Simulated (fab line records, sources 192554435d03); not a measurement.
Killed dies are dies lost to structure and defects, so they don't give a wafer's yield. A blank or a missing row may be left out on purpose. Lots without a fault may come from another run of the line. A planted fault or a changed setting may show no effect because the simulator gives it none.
Split-lot experiment | flow n5_finfet | 7 lots, 21 wafers read, on a route of 1938 steps

THE SPLIT
At N5_WELL_APT_COAT_19 (resist thk 950 nm), the setting spin_rpm was moved away from the recipe's 1357 rpm on 7 of the 21 wafers read, by -6.2% to +10.4%. The other wafers ran this setting at the recipe's value.

The reading is taken at the split's own step.

THE READING
coat_of_WELL_APT_COAT_19.thk_nm (the simulator's own value, which no gauge read), in nm, at N5_WELL_APT_COAT_19 (resist thk 950 nm). The file gives no usual value for it. The 14 wafers here that ran the recipe average 950.8 nm, standard deviation 2.2 nm.

wafer  | tool, chamber at the split | spin_rpm as run, rpm | against the recipe | coat_of_WELL_APT_COAT_19.thk_nm, nm | against lot-mates on the recipe
L076.1 | litho_track-05, 0          | 1357                 | recipe             | 955.9                               | -
L076.2 | litho_track-05, 0          | 1357                 | recipe             | 953.1                               | -
L076.5 | litho_track-05, 0          | 1491                 | +9.9%              | 908.6                               | -45.9
L080.3 | litho_track-03, 0          | 1497                 | +10.3%             | 902.4                               | -45.1
L080.5 | litho_track-03, 0          | 1357                 | recipe             | 947.1                               | -
L080.6 | litho_track-03, 0          | 1357                 | recipe             | 947.8                               | -
L088.2 | litho_track-05, 0          | 1273                 | -6.2%              | 981.8                               | +29.8
L088.5 | litho_track-05, 0          | 1357                 | recipe             | 952                                 | -
L088.6 | litho_track-05, 0          | 1273                 | -6.2%              | 982.2                               | +30.2
L089.2 | litho_track-03, 0          | 1357                 | recipe             | 950                                 | -
L089.5 | litho_track-03, 0          | 1357                 | recipe             | 950.2                               | -
L089.6 | litho_track-03, 0          | 1357                 | recipe             | 951.4                               | -
L092.1 | litho_track-03, 0          | 1498                 | +10.4%             | 902.5                               | -47.2
L092.3 | litho_track-03, 0          | 1357                 | recipe             | 949.1                               | -
L092.4 | litho_track-03, 0          | 1357                 | recipe             | 950.4                               | -
L095.1 | litho_track-05, 0          | 1357                 | recipe             | 952                                 | -
L095.4 | litho_track-05, 0          | 1357                 | recipe             | 948.4                               | -
L095.6 | litho_track-05, 0          | 1357                 | recipe             | 951.5                               | -
L097.2 | litho_track-03, 0          | 1484                 | +9.4%              | 912.1                               | -39.8
L097.3 | litho_track-03, 0          | 1357                 | recipe             | 951.9                               | -
L097.6 | litho_track-03, 0          | 1484                 | +9.4%              | 913.7                               | -38.2

THE FIT
A straight line over all 21 wafers: coat_of_WELL_APT_COAT_19.thk_nm changes by -4.5 nm for each +1% of spin_rpm; r = -0.99; the points scatter about the line by 2.6 nm.
The same after taking each lot's own level away (the mean of its wafers on the recipe; 21 wafers): -4.48 nm for each +1%; r = -1.00; scatter 1.5 nm.
On that fit, the largest move of spin_rpm shifts the reading by 47 nm.
The lots' own levels span 947.45 to 954.50 nm, that is 3.2 times the standard deviation above.
So the lot-to-lot level changes the slope little: the two slopes agree.
Check: with one of the wafers moved furthest among these (+10.4%) left out of the fit, the line predicts -45.9 nm for it against its lot-mates. It came out at -47.2 nm against them.

OTHER SPLITS ON THESE WAFERS
These wafers also went through other splits before the reading. Each is held against what the fit with the lots' levels taken away leaves over:
other split on the same wafers | wafers away from the commonest value | r with coat_of_WELL_APT_COAT_19.thk_nm (lot level and that fit taken away)
N5_WELL_APT_EXPOSE_05 dose_mj  | 7                                    | +0.26

THE FILE'S OWN FIT
coat_of_WELL_APT_COAT_19.thk_nm changes by -4.48 nm for each +1% of spin_rpm, r = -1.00.
